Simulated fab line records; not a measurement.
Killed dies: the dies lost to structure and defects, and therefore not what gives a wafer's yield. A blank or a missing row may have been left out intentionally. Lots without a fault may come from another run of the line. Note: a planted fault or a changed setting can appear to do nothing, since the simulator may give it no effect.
fab line records	flow nand_harc
record: lots: 24	wafers: 72	last_day: 25
route steps=1159 shown A_BONDPAD@1072 THIN_TSV@1133
lots that met no fault: from a run of the same line without faults
start_h: hours from the record's opening day to when the first of the lot's shown wafers began	wait_h: hours elapsed since this lot's preceding step	" the same as in the row above	L1.1+2: a single row standing in for several wafers	- no value, or no start was given	* or withheld: withheld	< > ~ a bound
route shown NAME@n: names a module that has steps shown in the file, with the first one's number in the route	usual: mean/standard deviation taken from wafers without a fault	same: alike in all rows	chamber/n: place in a boat	sites: per-site readings	_std_site: how widely they spread, as a standard deviation	_edge_site: outer sites' mean less inner sites'	radius_mm: how far each site lies from the wafer's centre	mask NAME#n: copy n	behind: the last tool/chamber to shape the wafer	hold: the reason the lot was held/the length of the hold in hours/how it ended	device: the n, p or np transistor that did not switch	end of line: the route-end tests of the same wafers	a step with no rows: only its recipe	killed: dies lost to structure and defects at the first sort, not the wafer's yield	map: a wafer's dies, x killed, . not, _ none there
set.NAME: setting as actually run; set.NAME@STEP: the setting as run at that earlier step	model.NAME: the simulator's own value behind a step, which no gauge read
steps of the route over a sample of lots; a table a step, a row a wafer
services: a tool's chamber out of use, with start hour (start_h, from the record's first day; less than 0 if before it), hours out, and reason
== steps ==
step: NHARC_A_BONDPAD_CD_MEAS_09
recipe: target_cd_nm: 500	landing_energy_ev: 500
usual: cd_nm: 500.3/1.7
lot.wafer	tool	chamber	start_h	wait_h	cd_nm
L074.2	cd_sem-01	0	425.14	-	503.8
L074.3	"	0	"	"	503.5
L074.4	"	0	"	"	502.8
L077.2	cd_sem-03	0	425.54	-	497.7
L077.4	"	0	"	"	498.8
L077.6	"	0	"	"	499.5
L075.2	cd_sem-03	0	425.68	-	501.7
L075.5	"	0	"	"	502.7
L075.6	"	0	"	"	502.3
L076.2	cd_sem-03	0	430.85	-	499.7
L076.3	"	0	"	"	499.6
L076.5	"	0	"	"	500.8
L078.2	cd_sem-03	0	431.25	-	496.9
L078.3	"	0	"	"	497.5
L078.4	"	0	"	"	498.8
L079.1	cd_sem-01	0	444.66	-	499.3
L079.3	"	0	"	"	497.4
L079.5	"	0	"	"	498.6
L081.1	cd_sem-03	0	446.54	-	499.5
L081.3	"	0	"	"	499.3
L081.5	"	0	"	"	500.5
L082.1	cd_sem-02	0	451.09	-	497.1
L082.4	"	0	"	"	499.5
L082.5	"	0	"	"	498.2
L080.2	cd_sem-02	0	451.72	-	501.2
L080.3	"	0	"	"	501.3
L080.6	"	0	"	"	500.0
L084.1	cd_sem-01	0	461.91	-	500.4
L084.2	"	0	"	"	500.8
L084.3	"	0	"	"	499.6
L083.1	cd_sem-03	0	464.51	-	499.5
L083.5	"	0	"	"	500.8
L083.6	"	0	"	"	498.4
L086.1	cd_sem-01	0	476.75	-	502.7
L086.2	"	0	"	"	501.0
L086.6	"	0	"	"	502.1
L085.1	cd_sem-03	0	482.82	-	499.9
L085.3	"	0	"	"	499.6
L085.6	"	0	"	"	500.7
L088.1	cd_sem-02	0	483.19	-	498.9
L088.2	"	0	"	"	499.3
L088.3	"	0	"	"	499.2
L087.1	cd_sem-02	0	492.83	-	499.7
L087.2	"	0	"	"	501.2
L087.4	"	0	"	"	498.9
L089.1	cd_sem-01	0	501.55	-	500.3
L089.3	"	0	"	"	500.9
L089.6	"	0	"	"	500.6
L094.1	cd_sem-01	0	506.73	-	499.7
L094.2	"	0	"	"	499.8
L094.3	"	0	"	"	499.9
L090.3	cd_sem-03	0	509.66	-	502.1
L090.4	"	0	"	"	501.5
L090.6	"	0	"	"	501.9
L095.2	cd_sem-03	0	510.37	-	501.2
L095.3	"	0	"	"	500.7
L095.6	"	0	"	"	500.3
L092.3	cd_sem-02	0	517.86	-	502.8
L092.5	"	0	"	"	501.5
L092.6	"	0	"	"	499.9
L091.3	cd_sem-02	0	524.78	-	503.6
L091.5	"	0	"	"	501.0
L091.6	"	0	"	"	504.2
L093.2	cd_sem-01	0	529.50	-	499.1
L093.3	"	0	"	"	497.5
L093.6	"	0	"	"	497.1
L096.1	cd_sem-01	0	530.29	-	499.9
L096.2	"	0	"	"	499.5
L096.3	"	0	"	"	499.7
L097.2	cd_sem-02	0	565.30	-	501.6
L097.3	"	0	"	"	502.6
L097.6	"	0	"	"	500.8
step: NHARC_A_BONDPAD_STRIP_15
recipe: o2_flow_sccm: 500	ar_flow_sccm: 0	bias_w: 0	chemistry: O2
usual: drypump_motor_current_A: 5.8/0.49	oes_product_au: 0.999/0.008	rf_vpp_V: 58.0/0.89	showerhead_plenum_p_Torr: 3.60/0.13	throttle_valve_pct: 17.036/0.0095
lot.wafer	tool	chamber	start_h	wait_h	drypump_motor_current_A	oes_product_au	rf_hours_counter_h	rf_vpp_V	showerhead_plenum_p_Torr	throttle_valve_pct
L074.3	rie_diel-07	2	425.76	0.1	5.4	1.003	1	57.6	3.69	17.028
L074.4	"	0	"	"	6.0	1.001	0	57.4	3.61	17.046
L074.2	"	1	"	"	4.9	0.988	0	57.7	3.39	17.029
L075.2	rie_diel-07	3	426.43	0.1	6.3	1.001	1	57.6	3.68	17.044
L075.6	"	2	"	"	5.4	0.995	-	55.7	3.69	17.028
L075.5	"	3	"	"	6.3	1.010	-	58.5	3.68	17.031
L077.2	rie_diel-02	0	426.44	0.1	6.0	1.008	13	58.6	3.47	17.044
L077.4	"	0	"	"	6.0	0.997	-	58.8	3.47	17.033
L077.6	"	1	"	"	6.2	1.007	-	58.8	3.70	17.022
L076.3	rie_diel-07	3	431.46	0.1	6.4	0.996	1	58.0	3.67	17.037
L076.2	"	0	"	"	6.0	1.002	1	57.3	3.61	17.043
L076.5	"	3	"	"	6.3	0.991	-	59.3	3.68	17.043
L078.4	rie_diel-07	1	431.96	0.1	4.9	0.988	1	56.7	3.39	17.024
L078.3	"	2	"	"	5.4	0.985	1	58.1	3.69	17.030
L078.2	"	3	"	"	6.4	0.994	1	58.5	3.67	17.040
L079.1	rie_diel-07	0	445.27	0.1	6.0	0.996	1	58.6	3.61	17.037
L079.3	"	2	"	"	5.4	0.996	1	58.6	3.69	17.037
L079.5	"	1	"	"	4.9	0.989	-	57.3	3.39	17.031
L081.3	rie_diel-07	3	447.16	0.1	6.3	1.007	2	57.3	3.67	17.030
L081.1	"	1	"	"	4.9	0.995	2	57.8	3.39	17.042
L081.5	"	2	"	"	5.4	0.995	-	56.7	3.69	17.034
L082.1	rie_diel-07	0	451.73	0.1	6.0	1.007	2	57.5	3.61	17.014
L082.4	"	1	"	"	4.9	1.004	2	56.7	3.39	17.038
L082.5	"	2	"	"	5.4	0.992	-	59.6	3.69	17.037
L080.3	rie_diel-07	3	452.34	0.1	6.4	1.010	2	57.6	3.67	17.031
L080.2	"	1	"	"	4.9	0.996	2	57.9	3.39	17.027
L080.6	"	0	"	"	6.0	0.992	-	58.3	3.61	17.011
L084.3	rie_diel-07	2	462.52	0.1	5.4	0.994	2	58.4	3.69	17.049
L084.2	"	3	"	"	6.3	1.011	2	59.2	3.67	17.043
L084.1	"	0	"	"	6.0	1.004	2	58.1	3.61	17.034
L083.1	rie_diel-02	0	465.18	0.1	6.0	1.005	22	58.4	3.47	17.022
L083.6	"	1	"	"	6.2	1.012	-	57.8	3.70	17.027
L083.5	"	2	"	"	6.1	1.016	-	57.1	3.41	17.047
L086.2	rie_diel-07	1	477.37	0.1	4.9	0.989	3	57.6	3.39	17.045
L086.1	"	2	"	"	5.4	1.005	3	59.4	3.69	17.040
L086.6	"	1	"	"	4.9	0.985	-	59.3	3.39	17.020
L085.3	rie_diel-07	0	483.49	0.1	5.9	0.996	3	57.7	3.61	17.038
L085.1	"	1	"	"	4.9	0.980	3	58.1	3.39	17.032
L085.6	"	2	"	"	5.4	0.996	-	58.0	3.69	17.027
L088.1	rie_diel-07	2	483.88	0.1	5.4	0.998	3	57.7	3.69	17.038
L088.3	"	3	"	"	6.4	1.000	3	58.3	3.67	17.040
L088.2	"	0	"	"	6.0	0.978	3	56.2	3.61	17.042
L087.1	rie_diel-07	3	493.43	0.1	6.3	1.013	4	57.3	3.67	17.037
L087.4	"	0	"	"	6.0	0.992	3	57.1	3.61	17.023
L087.2	"	2	"	"	5.4	1.009	4	59.1	3.69	17.045
L089.3	rie_diel-01	1	502.21	0.1	6.1	0.999	0	58.3	3.63	17.044
L089.1	"	2	"	"	5.7	1.008	0	59.5	3.81	17.028
L089.6	"	3	"	"	5.6	0.997	-	58.6	3.73	17.052
L094.2	rie_diel-07	3	507.35	0.1	6.3	1.009	4	58.1	3.67	17.037
L094.3	"	0	"	"	5.9	0.995	4	57.4	3.61	17.028
L094.1	"	1	"	"	4.9	1.004	4	56.3	3.39	17.038
L090.3	rie_diel-07	3	510.26	0.1	6.3	1.005	4	58.4	3.67	17.045
L090.4	"	0	"	"	5.9	0.989	4	56.6	3.61	17.031
L090.6	"	0	"	"	6.0	0.995	-	57.0	3.61	17.060
L095.3	rie_diel-07	3	511.01	0.1	6.4	1.016	4	59.4	3.67	17.029
L095.2	"	0	"	"	6.0	0.995	4	57.7	3.61	17.034
L095.6	"	2	"	"	5.4	1.003	-	57.9	3.68	17.044
L092.3	rie_diel-02	0	518.46	0.1	6.1	0.989	0	57.2	3.46	17.025
L092.6	"	0	"	"	6.1	0.996	-	57.6	3.46	17.033
L092.5	"	1	"	"	6.2	0.995	-	57.8	3.69	17.040
L091.3	rie_diel-01	3	525.41	0.1	5.6	1.003	7	56.6	3.73	17.035
L091.5	"	3	"	"	5.6	1.000	-	59.0	3.73	17.024
L091.6	"	0	"	"	5.7	1.005	-	56.6	3.81	17.037
L093.2	rie_diel-01	1	530.12	0.1	6.1	0.998	10	59.2	3.62	17.041
L093.3	"	3	"	"	5.6	0.996	8	57.2	3.73	17.038
L093.6	"	1	"	"	6.1	0.995	-	58.1	3.62	17.041
L096.1	rie_diel-02	1	530.92	0.1	6.2	1.004	2	58.9	3.69	17.043
L096.3	"	2	"	"	6.1	1.004	3	57.5	3.40	17.032
L096.2	"	0	"	"	6.0	0.998	3	57.7	3.46	17.024
L097.3	rie_diel-02	0	565.91	0.1	6.0	0.989	11	57.5	3.46	17.034
L097.2	"	2	"	"	6.1	1.005	11	56.7	3.40	17.046
L097.6	"	0	"	"	6.0	0.997	-	55.5	3.46	17.035
step: NHARC_A_BONDPAD_PVD_17
recipe: target_thk_a: 50	bias_v: 168.6	power_w: 15000	chamber_pressure_pa: 0.12	time_s: 8.06	substrate_temp_c: 50	material: TaN
usual: throttle_valve_pct: 29.9/1.2
lot.wafer	tool	chamber	start_h	wait_h	throttle_valve_pct
L074.2	pvd_sputter-02	-	-	-	29.1
L074.4	"	-	"	"	30.0
L074.3	"	-	"	"	29.3
L075.2	pvd_sputter-02	-	-	-	29.4
L075.6	"	-	"	"	28.6
L075.5	"	-	"	"	29.5
L077.4	pvd_sputter-02	-	-	-	29.8
L077.2	"	-	"	"	28.7
L077.6	"	-	"	"	29.2
L076.3	pvd_sputter-01	-	-	-	31.6
L076.2	"	-	"	"	29.7
L076.5	"	-	"	"	32.3
L078.4	pvd_sputter-01	-	-	-	29.6
L078.2	"	-	"	"	32.0
L078.3	"	-	"	"	32.4
L079.3	pvd_sputter-02	-	-	-	28.8
L079.1	"	-	"	"	29.7
L079.5	"	-	"	"	28.9
L081.3	pvd_sputter-03	-	-	-	28.6
L081.1	"	-	"	"	27.9
L081.5	"	-	"	"	28.4
L082.4	pvd_sputter-01	-	-	-	29.7
L082.1	"	-	"	"	29.4
L082.5	"	-	"	"	32.3
L080.2	pvd_sputter-03	-	-	-	28.8
L080.3	"	-	"	"	29.9
L080.6	"	-	"	"	28.1
L084.2	pvd_sputter-01	-	-	-	29.4
L084.3	"	-	"	"	32.0
L084.1	"	-	"	"	32.1
L083.1	pvd_sputter-01	-	-	-	32.3
L083.6	"	-	"	"	32.4
L083.5	"	-	"	"	29.6
L086.1	pvd_sputter-01	-	-	-	29.7
L086.2	"	-	"	"	31.8
L086.6	"	-	"	"	29.6
L085.1	pvd_sputter-03	-	-	-	28.0
L085.3	"	-	"	"	29.5
L085.6	"	-	"	"	30.6
L088.2	pvd_sputter-03	-	-	-	30.5
L088.1	"	-	"	"	29.1
L088.3	"	-	"	"	28.1
L087.4	pvd_sputter-03	-	-	-	30.8
L087.1	"	-	"	"	29.1
L087.2	"	-	"	"	28.0
L089.3	pvd_sputter-02	-	-	-	29.5
L089.1	"	-	"	"	29.2
L089.6	"	-	"	"	29.7
L094.2	pvd_sputter-02	-	-	-	29.6
L094.1	"	-	"	"	29.1
L094.3	"	-	"	"	29.7
L090.3	pvd_sputter-03	-	-	-	29.7
L090.4	"	-	"	"	30.8
L090.6	"	-	"	"	30.7
L095.3	pvd_sputter-01	-	-	-	31.9
L095.2	"	-	"	"	29.8
L095.6	"	-	"	"	29.6
L092.3	pvd_sputter-03	-	-	-	30.8
L092.5	"	-	"	"	29.5
L092.6	"	-	"	"	30.8
L091.3	pvd_sputter-02	-	-	-	29.6
L091.5	"	-	"	"	30.0
L091.6	"	-	"	"	29.7
L093.2	pvd_sputter-03	-	-	-	30.7
L093.3	"	-	"	"	27.9
L093.6	"	-	"	"	30.6
L096.2	pvd_sputter-01	-	-	-	30.4
L096.1	"	-	"	"	29.5
L096.3	"	-	"	"	31.3
L097.2	pvd_sputter-03	-	-	-	28.7
L097.3	"	-	"	"	29.5
L097.6	"	-	"	"	29.0
step: NHARC_A_BONDPAD_THK_MEAS_20
recipe: thk_meas_gauge: xrf
usual: thk_nm: 169.9/1.3
lot.wafer	tool	chamber	start_h	wait_h	thk_nm
L074.2	film_metro-02	-	427.76	-	170.4
L074.3	"	-	"	"	170.0
L074.4	"	-	"	"	168.9
L075.2	film_metro-02	-	428.50	-	169.5
L075.5	"	-	"	"	169.3
L075.6	"	-	"	"	169.5
L077.2	film_metro-01	-	428.58	-	171.0
L077.4	"	-	"	"	171.9
L077.6	"	-	"	"	169.2
L076.2	film_metro-02	-	433.40	-	170.5
L076.3	"	-	"	"	170.2
L076.5	"	-	"	"	170.1
L078.2	film_metro-01	-	434.02	-	171.2
L078.3	"	-	"	"	169.7
L078.4	"	-	"	"	172.4
L079.1	film_metro-02	-	447.22	-	169.8
L079.3	"	-	"	"	168.5
L079.5	"	-	"	"	169.8
L081.1	film_metro-02	-	449.14	-	172.9
L081.3	"	-	"	"	172.3
L081.5	"	-	"	"	170.9
L082.1	film_metro-01	-	453.67	-	169.0
L082.4	"	-	"	"	168.4
L082.5	"	-	"	"	170.2
L080.2	film_metro-02	-	454.86	-	167.7
L080.3	"	-	"	"	169.0
L080.6	"	-	"	"	170.1
L084.1	film_metro-01	-	464.60	-	169.9
L084.2	"	-	"	"	171.2
L084.3	"	-	"	"	170.5
L083.1	film_metro-01	-	467.27	-	168.1
L083.5	"	-	"	"	167.9
L083.6	"	-	"	"	171.8
L086.1	film_metro-02	-	479.30	-	170.4
L086.2	"	-	"	"	169.5
L086.6	"	-	"	"	168.5
L085.1	film_metro-02	-	485.42	-	170.6
L085.3	"	-	"	"	170.8
L085.6	"	-	"	"	170.7
L088.1	film_metro-01	-	485.91	-	170.6
L088.2	"	-	"	"	171.0
L088.3	"	-	"	"	170.8
L087.1	film_metro-01	-	495.39	-	169.6
L087.2	"	-	"	"	169.2
L087.4	"	-	"	"	166.6
L089.1	film_metro-01	-	504.36	-	170.9
L089.3	"	-	"	"	170.6
L089.6	"	-	"	"	171.1
L094.1	film_metro-01	-	509.30	-	168.9
L094.2	"	-	"	"	168.8
L094.3	"	-	"	"	172.4
L090.3	film_metro-01	-	512.38	-	168.8
L090.4	"	-	"	"	169.2
L090.6	"	-	"	"	171.8
L095.2	film_metro-01	-	513.33	-	170.5
L095.3	"	-	"	"	170.4
L095.6	"	-	"	"	169.1
L092.3	film_metro-01	-	520.42	-	169.5
L092.5	"	-	"	"	170.5
L092.6	"	-	"	"	170.1
L091.3	film_metro-01	-	527.43	-	170.1
L091.5	"	-	"	"	169.9
L091.6	"	-	"	"	169.5
L093.2	film_metro-01	-	532.10	-	169.8
L093.3	"	-	"	"	170.9
L093.6	"	-	"	"	172.2
L096.1	film_metro-01	-	532.92	-	168.5
L096.2	"	-	"	"	171.0
L096.3	"	-	"	"	169.7
L097.2	film_metro-01	-	568.27	-	169.5
L097.3	"	-	"	"	169.4
L097.6	"	-	"	"	171.9
step: NHARC_THIN_TSV_CMP_21
recipe: t_overpolish_s: 30	target_thk_nm: 2000
usual: motor_current_A: 12.6/1.5	overpolish_run_s: 30.000/0.01	retaining_ring_pressure_frac: 1.001/0.0047
lot.wafer	tool	chamber	start_h	wait_h	motor_current_A	overpolish_run_s	retaining_ring_pressure_frac
L075.2	cmp-04	0	447.72	-	10.9	30.005	0.997
L075.5	"	0	"	"	10.8	29.974	1.000
L075.6	"	1	"	"	11.8	29.993	0.999
L074.3	cmp-02	3	449.04	-	13.5	29.989	0.999
L074.4	"	0	"	"	12.9	30.014	1.002
L074.2	"	1	"	"	12.4	30.001	0.995
L077.2	cmp-04	2	450.63	-	14.3	29.989	1.000
L077.4	"	1	"	"	11.7	29.982	1.003
L077.6	"	2	"	"	15.1	29.995	0.998
L078.3	cmp-02	2	452.76	-	12.2	29.994	0.999
L078.4	"	3	"	"	13.5	30.014	1.006
L078.2	"	0	"	"	13.1	29.998	0.998
L076.3	cmp-03	0	454.28	-	12.8	29.991	1.001
L076.2	"	2	"	"	10.6	30.008	1.006
L076.5	"	1	"	"	11.8	30.015	1.001
L079.1	cmp-04	1	465.33	-	12.8	30.010	1.002
L079.3	"	3	"	"	15.1	29.988	1.003
L079.5	"	2	"	"	13.8	29.991	0.999
L081.3	cmp-04	1	466.25	-	11.7	29.999	1.005
L081.1	"	0	"	"	10.4	30.002	1.008
L081.5	"	2	"	"	14.6	30.018	1.000
L082.4	cmp-03	0	471.39	-	13.0	29.992	1.006
L082.1	"	2	"	"	10.4	29.996	0.997
L082.5	"	3	"	"	14.1	29.985	0.997
L080.3	cmp-03	3	472.59	-	13.8	29.992	0.998
L080.2	"	0	"	"	13.0	30.017	1.008
L080.6	"	2	"	"	9.9	29.997	1.000
L084.3	cmp-04	0	483.75	-	10.3	29.998	1.005
L084.2	"	1	"	"	12.1	30.002	1.004
L084.1	"	3	"	"	14.9	30.009	0.995
L083.1	cmp-03	0	484.96	-	11.9	29.997	1.006
L083.5	"	0	"	"	12.1	29.981	1.004
L083.6	"	1	"	"	11.6	29.998	0.997
L086.2	cmp-04	1	496.48	-	12.7	29.992	1.001
L086.1	"	2	"	"	14.7	29.987	0.999
L086.6	"	0	"	"	10.0	30.002	0.999
L085.1	cmp-03	1	502.91	-	11.5	29.998	0.992
L085.3	"	3	"	"	14.4	30.012	1.004
L085.6	"	0	"	"	11.9	29.994	1.000
L088.3	cmp-02	1	503.76	-	12.3	29.996	1.003
L088.1	"	2	"	"	13.0	29.998	1.005
L088.2	"	3	"	"	13.2	29.996	0.999
L087.2	cmp-04	1	512.53	-	11.3	29.978	1.006
L087.4	"	2	"	"	14.0	29.999	1.003
L087.1	"	0	"	"	10.0	29.998	1.006
L094.1	cmp-04	0	524.46	-	10.8	29.985	0.997
L094.3	"	2	"	"	15.1	29.993	1.002
L094.2	"	3	"	"	15.0	29.990	1.004
L089.1	cmp-02	2	525.81	-	12.9	30.006	0.999
L089.3	"	0	"	"	12.5	30.015	1.009
L089.6	"	1	"	"	11.7	30.017	0.997
L092.3	cmp-04	0	534.81	-	10.2	30.002	0.993
L092.6	"	3	"	"	14.8	30.009	0.996
L092.5	"	0	"	"	10.7	29.998	0.989
L095.2	cmp-03	2	536.37	-	10.2	29.997	1.001
L095.3	"	1	"	"	11.3	29.987	0.999
L095.6	"	3	"	"	15.0	30.001	0.999
L090.3	cmp-02	3	537.63	-	12.4	30.002	1.000
L090.4	"	0	"	"	12.6	30.003	0.991
L090.6	"	1	"	"	12.5	30.009	0.992
L091.3	cmp-03	0	544.52	-	12.5	29.981	1.001
L091.5	"	2	"	"	10.1	30.007	1.011
L091.6	"	3	"	"	13.1	29.990	1.001
L093.3	cmp-02	3	550.16	-	13.2	30.005	1.010
L093.2	"	0	"	"	12.7	30.008	0.997
L093.6	"	2	"	"	12.7	29.992	1.001
L096.3	cmp-02	0	551.21	-	13.0	30.011	1.001
L096.2	"	1	"	"	12.3	29.998	0.997
L096.1	"	3	"	"	13.6	29.996	1.006
L097.3	cmp-03	1	585.97	-	11.9	29.995	0.996
L097.2	"	0	"	"	13.0	29.989	1.007
L097.6	"	1	"	"	12.3	29.993	1.006
step: NHARC_THIN_TSV_DEGAS_53
recipe: temp_c: 300	time_s: 60
usual: heater_power_w: 450/44
lot.wafer	tool	chamber	start_h	wait_h	heater_power_w
L075.2	pvd_sputter-02	-	448.19	0.1	484
L075.6	"	-	"	"	404
L075.5	"	-	"	"	510
L074.2	pvd_sputter-03	-	449.50	0.1	380
L074.3	"	-	"	"	444
L074.4	"	-	"	"	467
L077.2	pvd_sputter-01	-	451.09	0.1	477
L077.4	"	-	"	"	456
L077.6	"	-	"	"	467
L078.3	pvd_sputter-01	-	453.20	0.1	401
L078.2	"	-	"	"	478
L078.4	"	-	"	"	471
L076.2	pvd_sputter-03	-	454.75	0.1	403
L076.3	"	-	"	"	392
L076.5	"	-	"	"	464
L079.3	pvd_sputter-01	-	465.79	0.1	491
L079.1	"	-	"	"	466
L079.5	"	-	"	"	481
L081.3	pvd_sputter-01	-	466.97	0.3	487
L081.1	"	-	"	"	512
L081.5	"	-	"	"	483
L082.1	pvd_sputter-01	-	471.82	0.1	396
L082.4	"	-	"	"	525
L082.5	"	-	"	"	412
L080.2	pvd_sputter-01	-	473.01	0.1	484
L080.3	"	-	"	"	519
L080.6	"	-	"	"	478
L084.1	pvd_sputter-01	-	484.21	0.1	486
L084.3	"	-	"	"	522
L084.2	"	-	"	"	401
L083.1	pvd_sputter-03	-	485.42	0.1	395
L083.6	"	-	"	"	387
L083.5	"	-	"	"	395
L086.1	pvd_sputter-01	-	496.88	0.1	531
L086.2	"	-	"	"	396
L086.6	"	-	"	"	407
L085.3	pvd_sputter-03	-	503.33	0.1	385
L085.1	"	-	"	"	467
L085.6	"	-	"	"	395
L088.1	pvd_sputter-02	-	504.18	0.1	499
L088.2	"	-	"	"	486
L088.3	"	-	"	"	428
L087.1	pvd_sputter-02	-	512.99	0.1	508
L087.2	"	-	"	"	478
L087.4	"	-	"	"	396
L094.3	pvd_sputter-03	-	524.91	0.1	444
L094.1	"	-	"	"	458
L094.2	"	-	"	"	380
L089.1	pvd_sputter-01	-	526.27	0.1	528
L089.3	"	-	"	"	468
L089.6	"	-	"	"	436
L092.3	pvd_sputter-03	-	535.27	0.1	466
L092.5	"	-	"	"	460
L092.6	"	-	"	"	400
L095.2	pvd_sputter-02	-	536.83	0.1	426
L095.3	"	-	"	"	392
L095.6	"	-	"	"	426
L090.3	pvd_sputter-03	-	538.04	0.1	392
L090.4	"	-	"	"	398
L090.6	"	-	"	"	386
L091.3	pvd_sputter-03	-	544.93	0.1	392
L091.5	"	-	"	"	461
L091.6	"	-	"	"	400
L093.2	pvd_sputter-02	-	550.60	0.1	404
L093.3	"	-	"	"	503
L093.6	"	-	"	"	429
L096.2	pvd_sputter-01	-	551.67	0.1	445
L096.3	"	-	"	"	402
L096.1	"	-	"	"	455
L097.3	pvd_sputter-01	-	586.47	0.1	454
L097.2	"	-	"	"	516
L097.6	"	-	"	"	405
== services ==
tool	chamber	start_h	hours	kind
rie_diel-07	-	405.20	9.0	pm
rie_diel-02	2	421.46	9.2	repair
rie_diel-02	3	431.41	25.1	repair
pvd_sputter-01	-	439.15	11.9	repair
cmp-03	-	450.12	4.0	pm
pvd_sputter-03	-	458.23	10.0	pm
cmp-03	-	460.71	2.4	repair
rie_diel-01	-	465.37	0.4	repair
cmp-03	-	480.31	0.5	repair
cmp-03	-	495.27	3.3	repair
cmp-04	-	498.92	4.0	pm
rie_diel-02	-	504.83	9.0	pm
pvd_sputter-01	-	516.10	10.0	pm
cmp-04	-	518.80	1.2	repair
cmp-02	-	527.16	4.0	pm
pvd_sputter-02	-	540.46	6.7	repair
cmp-03	-	548.12	4.0	pm
cmp-02	-	566.43	1.9	repair
cmp-04	-	568.69	0.2	repair
pvd_sputter-02	-	570.05	10.0	pm
pvd_sputter-03	-	580.02	2.8	repair
cmp-04	-	581.72	0.3	repair
rie_diel-07	-	582.20	9.0	pm
cmp-04	-	585.33	2.0	repair
== key ==
fault none
